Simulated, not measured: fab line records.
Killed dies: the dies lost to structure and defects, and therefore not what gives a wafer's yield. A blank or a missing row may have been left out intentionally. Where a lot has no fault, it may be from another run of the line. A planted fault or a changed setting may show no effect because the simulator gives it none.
What tool caused it?	flow nand_harc	24 lots with 72 wafers sampled at 6 steps, on a route of 1159 steps

## WHAT THE GAUGES SHOWED, per wafer
The record holds no reading of a measuring or inspecting step that can be judged against a usual standard deviation.

## EACH LOT AND THE TOOL THAT RAN IT (in order: tool; ch and the chambers of the sampled wafers; start)
lot	NHARC_A_CHANNEL_HOLE_D1_STRIP_27	NHARC_A_STAIRCASE_STRIP_175	NHARC_A_STAIRCASE_ETCH_227	NHARC_A_STAIRCASE_TRIM_233	NHARC_A_STAIRCASE_TRIM_235	NHARC_A_STAIRCASE_STRIP_238
L074	rie_diel-06 ch 0,2, day 10 22:17 or earlier	plasma_asher-02 ch 1, day 10 22:17	rie_diel-04 ch 0,3, day 11 07:07 or earlier	rie_diel-04 ch 1,3, day 11 07:07 or earlier	rie_diel-04 ch 0,1,2, day 11 07:07 or earlier	plasma_asher-02 ch 0,1, day 11 07:07
L076	rie_diel-12 ch 1,2,3, day 10 22:31 or earlier	plasma_asher-01 ch 0,1, day 10 22:31	rie_diel-04 ch 0,3, day 11 07:06 or earlier	rie_diel-09 ch 0,3, day 11 07:06 or earlier	rie_diel-09 ch 0,2,3, day 11 07:06 or earlier	plasma_asher-01 ch 0,1, day 11 07:06
L075	rie_diel-12 ch 0,1,3, day 11 09:27 or earlier	plasma_asher-01 ch 0,1, day 11 09:27	rie_diel-04 ch 1,2,3, day 11 17:13 or earlier	rie_diel-04 ch 1,2,3, day 11 17:13 or earlier	rie_diel-04 ch 1,2, day 11 17:13 or earlier	plasma_asher-02 ch 0,1, day 11 17:13
L078	rie_diel-06 ch 0,1,3, day 11 18:15 or earlier	plasma_asher-01 ch 0,1, day 11 18:15	rie_diel-04 ch 0,1,3, day 12 04:02 or earlier	rie_diel-11 ch 2,3, day 12 04:02 or earlier	rie_diel-11 ch 0,2,3, day 12 04:02 or earlier	plasma_asher-02 ch 0, day 12 04:02
L077	rie_diel-06 ch 0,2, day 11 18:23 or earlier	plasma_asher-02 ch 1, day 11 18:23	rie_diel-11 ch 0,2, day 12 03:43 or earlier	rie_diel-09 ch 1,3, day 12 03:43 or earlier	rie_diel-09 ch 1,2,3, day 12 03:43 or earlier	plasma_asher-01 ch 0,1, day 12 03:43
L080	rie_diel-06 ch 0,1, day 12 06:50 or earlier	plasma_asher-01 ch 0,1, day 12 06:50	rie_diel-09 ch 0,3, day 12 15:11 or earlier	rie_diel-11 ch 0,1, day 12 15:11 or earlier	rie_diel-11 ch 0,1,2, day 12 15:11 or earlier	plasma_asher-02 ch 0,1, day 12 15:11
L079	rie_diel-05 ch 0,3, day 12 06:10 or earlier	plasma_asher-01 ch 0,1, day 12 06:10	rie_diel-09 ch 1,2,3, day 12 13:59 or earlier	rie_diel-04 ch 0,1,3, day 12 13:59 or earlier	rie_diel-04 ch 0,1,2, day 12 13:59 or earlier	plasma_asher-02 ch 0,1, day 12 13:59
L081	rie_diel-06 ch 0,1,3, day 12 14:46 or earlier	plasma_asher-02 ch 0,1, day 12 14:46	rie_diel-04 ch 0,2,3, day 12 23:49 or earlier	rie_diel-04 ch 0,3, day 12 23:49 or earlier	rie_diel-04 ch 0,2,3, day 12 23:49 or earlier	plasma_asher-02 ch 1, day 12 23:49
L082	rie_diel-12 ch 0,1,3, day 12 14:26 or earlier	plasma_asher-02 ch 0,1, day 12 14:26	rie_diel-11 ch 0,1,2, day 12 22:05 or earlier	rie_diel-11 ch 0,1,2, day 12 22:05 or earlier	rie_diel-11 ch 0,2,3, day 12 22:05 or earlier	plasma_asher-02 ch 0,1, day 12 22:05
L083	rie_diel-06 ch 1,2,3, day 13 08:35 or earlier	plasma_asher-01 ch 0,1, day 13 08:35	rie_diel-11 ch 0,2,3, day 13 18:01 or earlier	rie_diel-09 ch 0,1,3, day 13 18:01 or earlier	rie_diel-09 ch 0,2,3, day 13 18:01 or earlier	plasma_asher-02 ch 0,1, day 13 18:01
L084	rie_diel-05 ch 0,1,2, day 13 02:27 or earlier	plasma_asher-01 ch 0,1, day 13 02:27	rie_diel-11 ch 0,1,2, day 13 14:09 or earlier	rie_diel-11 ch 0,2,3, day 13 14:09 or earlier	rie_diel-11 ch 0,2,3, day 13 14:09 or earlier	plasma_asher-01 ch 0,1, day 13 14:09
L085	rie_diel-05 ch 0,1, day 13 16:56 or earlier	plasma_asher-02 ch 0,1, day 13 16:56	rie_diel-11 ch 1,2,3, day 14 01:13 or earlier	rie_diel-11 ch 2,3, day 14 01:13 or earlier	rie_diel-11 ch 0,3, day 14 01:13 or earlier	plasma_asher-01 ch 0,1, day 14 01:13
L086	rie_diel-06 ch 0,1,3, day 13 20:40 or earlier	plasma_asher-01 ch 0,1, day 13 20:40	rie_diel-04 ch 0,3, day 14 04:08 or earlier	rie_diel-04 ch 1,2,3, day 14 04:08 or earlier	rie_diel-04 ch 0,2,3, day 14 04:08 or earlier	plasma_asher-01 ch 0,1, day 14 04:08
L087	rie_diel-12 ch 0,2, day 13 21:51 or earlier	plasma_asher-02 ch 0,1, day 13 21:51	rie_diel-09 ch 0,1,3, day 14 05:13 or earlier	rie_diel-09 ch 0,3, day 14 05:13 or earlier	rie_diel-09 ch 0,1,3, day 14 05:13 or earlier	plasma_asher-01 ch 0,1, day 14 05:13
L090	rie_diel-12 ch 0,1,2, day 14 19:34 or earlier	plasma_asher-01 ch 0,1, day 14 19:34	rie_diel-11 ch 1,2,3, day 15 03:10 or earlier	rie_diel-09 ch 0,2,3, day 15 03:10 or earlier	rie_diel-09 ch 1,2,3, day 15 03:10 or earlier	plasma_asher-01 ch 0,1, day 15 03:10
L089	rie_diel-06 ch 1,3, day 14 19:24 or earlier	plasma_asher-02 ch 0,1, day 14 19:24	rie_diel-04 ch 0,1,2, day 15 02:55 or earlier	rie_diel-04 ch 0,3, day 15 02:55 or earlier	rie_diel-04 ch 0,3, day 15 02:55 or earlier	plasma_asher-02 ch 0, day 15 02:55
L088	rie_diel-05 ch 1,2,3, day 14 18:44 or earlier	plasma_asher-02 ch 0,1, day 14 18:44	rie_diel-04 ch 0,2,3, day 15 02:02 or earlier	rie_diel-09 ch 0,1,3, day 15 02:02 or earlier	rie_diel-09 ch 2,3, day 15 02:02 or earlier	plasma_asher-01 ch 0,1, day 15 02:02
L092	rie_diel-12 ch 0,2, day 15 08:59 or earlier	plasma_asher-02 ch 0,1, day 15 08:59	rie_diel-04 ch 1,3, day 15 17:08 or earlier	rie_diel-04 ch 0,2, day 15 17:08 or earlier	rie_diel-04 ch 1,3, day 15 17:08 or earlier	plasma_asher-01 ch 0,1, day 15 17:08
L091	rie_diel-05 ch 0,1,3, day 15 08:31 or earlier	plasma_asher-01 ch 0,1, day 15 08:31	rie_diel-04 ch 0,2,3, day 15 16:17 or earlier	rie_diel-09 ch 0,1,3, day 15 16:17 or earlier	rie_diel-09 ch 0,1, day 15 16:17 or earlier	plasma_asher-01 ch 0, day 15 16:17
L094	rie_diel-05 ch 0,1,3, day 15 21:10 or earlier	plasma_asher-01 ch 0,1, day 15 21:10	rie_diel-09 ch 0,3, day 16 07:53 or earlier	rie_diel-04 ch 1,2, day 16 07:53 or earlier	rie_diel-04 ch 0,1,2, day 16 07:53 or earlier	plasma_asher-01 ch 0,1, day 16 07:53
L093	rie_diel-06 ch 0,2,3, day 15 21:26 or earlier	plasma_asher-02 ch 1, day 15 21:26	rie_diel-09 ch 0,2,3, day 16 08:59 or earlier	rie_diel-09 ch 1,2, day 16 08:59 or earlier	rie_diel-09 ch 0,1, day 16 08:59 or earlier	plasma_asher-01 ch 0,1, day 16 08:59
L095	rie_diel-12 ch 1,2,3, day 16 06:19 or earlier	plasma_asher-01 ch 1, day 16 06:19	rie_diel-09 ch 1,2,3, day 16 18:05 or earlier	rie_diel-04 ch 1,2, day 16 18:05 or earlier	rie_diel-04 ch 0,1,2, day 16 18:05 or earlier	plasma_asher-02 ch 1, day 16 18:05
L097	rie_diel-06 ch 0,2,3, day 16 06:33 or earlier	plasma_asher-01 ch 0,1, day 16 06:33	rie_diel-04 ch 0,1,2, day 16 16:51 or earlier	rie_diel-09 ch 0,1,2, day 16 16:51 or earlier	rie_diel-11 ch 0,1,2, day 16 16:51	plasma_asher-01 ch 0,1, day 16 17:11
L096	rie_diel-05 ch 0,1,3, day 16 04:53 or earlier	plasma_asher-01 ch 0, day 16 04:53	rie_diel-09 ch 0,1, day 16 14:16 or earlier	rie_diel-09 ch 1,2, day 16 14:16 or earlier	rie_diel-09 ch 0,2,3, day 16 14:16 or earlier	plasma_asher-01 ch 0,1, day 16 14:16
- NHARC_A_CHANNEL_HOLE_D1_STRIP_27: strips in O2.
- NHARC_A_STAIRCASE_STRIP_175: strips in O2.
- NHARC_A_STAIRCASE_ETCH_227: etches the open film in C4F8/O2, target depth 100 nm, time 40.5 s.
- NHARC_A_STAIRCASE_TRIM_233: chemistry O2, time 211.2 s.
- NHARC_A_STAIRCASE_TRIM_235: chemistry O2, time 211.2 s.
- NHARC_A_STAIRCASE_STRIP_238: strips in O2.

## AS READ BY THE TOOLS THEMSELVES (means over the sampled wafers that have a number; for cases with no such wafer, the mark the record gives instead)
NHARC_A_CHANNEL_HOLE_D1_STRIP_27. Usual: drypump_motor_current_A 5.8 A, standard deviation 0.62; oes_product_au 0.997 a.u., standard deviation 0.0099; rf_vpp_V 57.8 V, standard deviation 0.96; showerhead_plenum_p_Torr 3.51 Torr, standard deviation 0.12; throttle_valve_pct 17.035 %, standard deviation 0.0086.
lot	tool	drypump_motor_current_A (A)	oes_product_au (a.u.)	rf_vpp_V (V)	showerhead_plenum_p_Torr (Torr)	throttle_valve_pct (%)	flag
L074	rie_diel-06	5.3	0.993	57.3	3.45	17.040	
L076	rie_diel-12	5.5	0.993	57.2	3.38	17.032	
L075	rie_diel-12	5.8	0.986	57.6	3.42	17.036	
L078	rie_diel-06	6.0	0.995	58.3	3.58	17.032	
L077	rie_diel-06	5.8	0.990	58.4	3.47	17.033	
L080	rie_diel-06	6.3	0.988	58.4	3.55	17.038	
L079	rie_diel-05	6.2	1.005	58.1	3.56	17.038	
L081	rie_diel-06	6.0	1.006	58.0	3.58	17.030	
L082	rie_diel-12	5.8	0.992	57.8	3.42	17.030	
L083	rie_diel-06	5.5	0.998	58.1	3.56	17.041	
L084	rie_diel-05	5.9	1.012	57.5	3.63	17.039	
L085	rie_diel-05	6.3	0.997	58.2	3.56	17.035	
L086	rie_diel-06	6.0	0.991	58.2	3.58	17.035	
L087	rie_diel-12	5.5	0.995	57.8	3.35	17.039	
L090	rie_diel-12	5.8	1.002	57.9	3.35	17.032	
L089	rie_diel-06	5.8	0.994	58.3	3.62	17.039	
L088	rie_diel-05	6.0	1.004	57.9	3.62	17.037	
L092	rie_diel-12	5.5	1.000	57.4	3.34	17.032	
L091	rie_diel-05	6.4	0.993	57.6	3.55	17.035	
L094	rie_diel-05	6.4	1.002	57.3	3.55	17.036	
L093	rie_diel-06	5.6	0.990	57.8	3.51	17.030	
L095	rie_diel-12	5.5	0.997	57.9	3.38	17.042	
L097	rie_diel-06	5.6	0.991	56.6	3.51	17.043	
L096	rie_diel-05	6.5	1.000	57.9	3.55	17.039	

NHARC_A_STAIRCASE_STRIP_175. Usual: drypump_motor_current_A 5.7 A, standard deviation 0.61; heater_power_w 367 W, standard deviation 30.
lot	tool	drypump_motor_current_A (A)	heater_power_w (W)	flag
L074	plasma_asher-02	5.8	327	
L076	plasma_asher-01	5.1	385	
L075	plasma_asher-01	5.1	387	
L078	plasma_asher-01	5.1	389	
L077	plasma_asher-02	5.8	325	
L080	plasma_asher-01	5.1	386	
L079	plasma_asher-01	5.5	388	
L081	plasma_asher-02	6.3	339	
L082	plasma_asher-02	6.3	338	
L083	plasma_asher-01	5.1	393	
L084	plasma_asher-01	5.4	387	
L085	plasma_asher-02	6.0	333	
L086	plasma_asher-01	5.1	392	
L087	plasma_asher-02	6.3	339	
L090	plasma_asher-01	5.5	385	
L089	plasma_asher-02	6.3	340	
L088	plasma_asher-02	6.0	333	
L092	plasma_asher-02	6.0	329	
L091	plasma_asher-01	5.1	398	
L094	plasma_asher-01	5.1	402	
L093	plasma_asher-02	5.8	324	
L095	plasma_asher-01	4.8	413	
L097	plasma_asher-01	5.1	394	
L096	plasma_asher-01	5.8	375	

NHARC_A_STAIRCASE_ETCH_227. Usual: oes_product_au 0.946 a.u., standard deviation 0.01; rf_vpp_V 898 V, standard deviation 4.
lot	tool	oes_product_au (a.u.)	rf_vpp_V (V)	flag
L074	rie_diel-04	0.952	897	
L076	rie_diel-04	0.943	899	
L075	rie_diel-04	0.950	900	
L078	rie_diel-04	0.945	899	
L077	rie_diel-11	0.935	898	
L080	rie_diel-09	0.955	896	
L079	rie_diel-09	0.941	897	
L081	rie_diel-04	0.948	899	
L082	rie_diel-11	0.958	895	
L083	rie_diel-11	0.933	896	
L084	rie_diel-11	0.951	895	
L085	rie_diel-11	0.946	895	
L086	rie_diel-04	0.942	898	
L087	rie_diel-09	0.949	898	
L090	rie_diel-11	0.944	895	
L089	rie_diel-04	0.953	900	
L088	rie_diel-04	0.945	898	
L092	rie_diel-04	0.948	899	
L091	rie_diel-04	0.950	899	
L094	rie_diel-09	0.946	899	
L093	rie_diel-09	0.941	897	
L095	rie_diel-09	0.932	896	
L097	rie_diel-04	0.954	900	
L096	rie_diel-09	0.934	901	

NHARC_A_STAIRCASE_TRIM_233. Usual: drypump_motor_current_A 5.7 A, standard deviation 0.44; oes_product_au 1.003 a.u., standard deviation 0.0096; rf_vpp_V 57.9 V, standard deviation 0.87; showerhead_plenum_p_Torr 3.58 Torr, standard deviation 0.11; throttle_valve_pct 17.037 %, standard deviation 0.0082.
lot	tool	drypump_motor_current_A (A)	oes_product_au (a.u.)	rf_vpp_V (V)	showerhead_plenum_p_Torr (Torr)	throttle_valve_pct (%)	flag
L074	rie_diel-04	5.8	1.013	58.3	3.57	17.043	
L076	rie_diel-09	5.7	0.999	58.1	3.51	17.040	
L075	rie_diel-04	5.6	1.008	57.0	3.63	17.040	
L078	rie_diel-11	5.3	0.998	57.9	3.54	17.037	
L077	rie_diel-09	6.1	0.999	58.2	3.51	17.032	
L080	rie_diel-11	5.6	1.009	57.3	3.41	17.037	
L079	rie_diel-04	5.7	0.999	57.8	3.61	17.029	
L081	rie_diel-04	6.0	1.002	57.7	3.55	17.030	
L082	rie_diel-11	5.8	1.007	57.9	3.50	17.033	
L083	rie_diel-09	6.0	0.997	57.6	3.59	17.033	
L084	rie_diel-11	5.7	0.997	57.2	3.55	17.045	
L085	rie_diel-11	5.7	1.007	58.3	3.58	17.032	
L086	rie_diel-04	5.6	1.012	57.6	3.62	17.038	
L087	rie_diel-09	5.6	1.016	58.4	3.50	17.043	
L090	rie_diel-09	5.6	1.001	57.9	3.54	17.036	
L089	rie_diel-04	6.0	1.009	58.4	3.55	17.038	
L088	rie_diel-09	6.0	0.996	57.2	3.59	17.029	
L092	rie_diel-04	5.7	1.004	57.7	3.65	17.035	
L091	rie_diel-09	6.0	0.997	57.5	3.58	17.042	
L094	rie_diel-04	5.3	1.007	58.2	3.67	17.035	
L093	rie_diel-09	6.3	0.991	57.5	3.63	17.030	
L095	rie_diel-04	5.3	1.009	59.1	3.66	17.040	
L097	rie_diel-09	5.8	1.000	58.1	3.63	17.039	
L096	rie_diel-09	6.3	0.990	57.3	3.63	17.039	

NHARC_A_STAIRCASE_TRIM_235. Usual: drypump_motor_current_A 5.7 A, standard deviation 0.45; oes_product_au 1.003 a.u., standard deviation 0.01; rf_vpp_V 57.9 V, standard deviation 0.89; showerhead_plenum_p_Torr 3.58 Torr, standard deviation 0.11; throttle_valve_pct 17.037 %, standard deviation 0.0092.
lot	tool	drypump_motor_current_A (A)	oes_product_au (a.u.)	rf_vpp_V (V)	showerhead_plenum_p_Torr (Torr)	throttle_valve_pct (%)	flag
L074	rie_diel-04	5.5	1.001	57.8	3.68	17.036	
L076	rie_diel-09	5.5	0.999	57.9	3.56	17.036	
L075	rie_diel-04	5.3	1.001	57.2	3.69	17.036	
L078	rie_diel-11	5.7	1.001	58.6	3.55	17.035	
L077	rie_diel-09	5.9	0.998	58.1	3.56	17.037	
L080	rie_diel-11	5.8	1.004	58.4	3.50	17.038	
L079	rie_diel-04	5.5	1.007	58.7	3.67	17.036	
L081	rie_diel-04	5.8	1.009	57.9	3.61	17.036	
L082	rie_diel-11	5.7	0.998	57.9	3.55	17.035	
L083	rie_diel-09	5.6	1.006	58.3	3.55	17.029	
L084	rie_diel-11	5.7	1.003	58.3	3.55	17.031	
L085	rie_diel-11	5.7	1.005	57.5	3.51	17.037	
L086	rie_diel-04	5.8	1.002	58.3	3.60	17.031	
L087	rie_diel-09	6.0	1.001	57.8	3.59	17.033	
L090	rie_diel-09	5.9	0.992	57.4	3.54	17.036	
L089	rie_diel-04	6.0	0.994	58.9	3.55	17.035	
L088	rie_diel-09	5.6	1.002	57.2	3.45	17.036	
L092	rie_diel-04	5.5	1.006	57.9	3.61	17.047	
L091	rie_diel-09	5.9	0.997	57.9	3.68	17.043	
L094	rie_diel-04	5.5	1.016	58.9	3.65	17.033	
L093	rie_diel-09	5.9	1.002	57.9	3.68	17.039	
L095	rie_diel-04	5.5	1.009	57.9	3.65	17.041	
L097	rie_diel-11	5.8	1.008	57.8	3.48	17.046	
L096	rie_diel-09	5.6	1.004	57.5	3.54	17.043	

NHARC_A_STAIRCASE_STRIP_238. Usual: drypump_motor_current_A 5.7 A, standard deviation 0.62; heater_power_w 369 W, standard deviation 31.
lot	tool	drypump_motor_current_A (A)	heater_power_w (W)	flag
L074	plasma_asher-02	6.0	332	
L076	plasma_asher-01	5.5	381	
L075	plasma_asher-02	6.1	329	
L078	plasma_asher-02	6.6	347	
L077	plasma_asher-01	5.1	384	
L080	plasma_asher-02	6.1	338	
L079	plasma_asher-02	6.3	339	
L081	plasma_asher-02	5.8	332	
L082	plasma_asher-02	6.0	333	
L083	plasma_asher-02	6.1	331	
L084	plasma_asher-01	5.1	402	
L085	plasma_asher-01	5.1	399	
L086	plasma_asher-01	5.4	382	
L087	plasma_asher-01	5.5	390	
L090	plasma_asher-01	5.5	387	
L089	plasma_asher-02	6.6	345	
L088	plasma_asher-01	5.1	394	
L092	plasma_asher-01	5.5	389	
L091	plasma_asher-01	5.8	374	
L094	plasma_asher-01	5.4	391	
L093	plasma_asher-01	5.1	405	
L095	plasma_asher-02	5.8	325	
L097	plasma_asher-01	5.1	399	
L096	plasma_asher-01	5.1	397	

## THE ANSWER, worked out from the rows above alone
Rule: take the mean of a lot's wafers that have a number; if it is more than 3 standard deviations from the usual mean, the lot is off. Also off: a lot with no number at a reading for which 4 or more lots have one. The other lots that the step has rows for count as sound. After the gauges, taken in route order, come the tools' own readings; for these a lot's mean is taken, as printed above. At the first step where some lot is off, the reading lying furthest off is the one used; lots without a number count as furthest.
No lot is off on any of the readings shown, so nothing can be concluded from this.

## WHAT THE SIMULATOR HAD PUT IN
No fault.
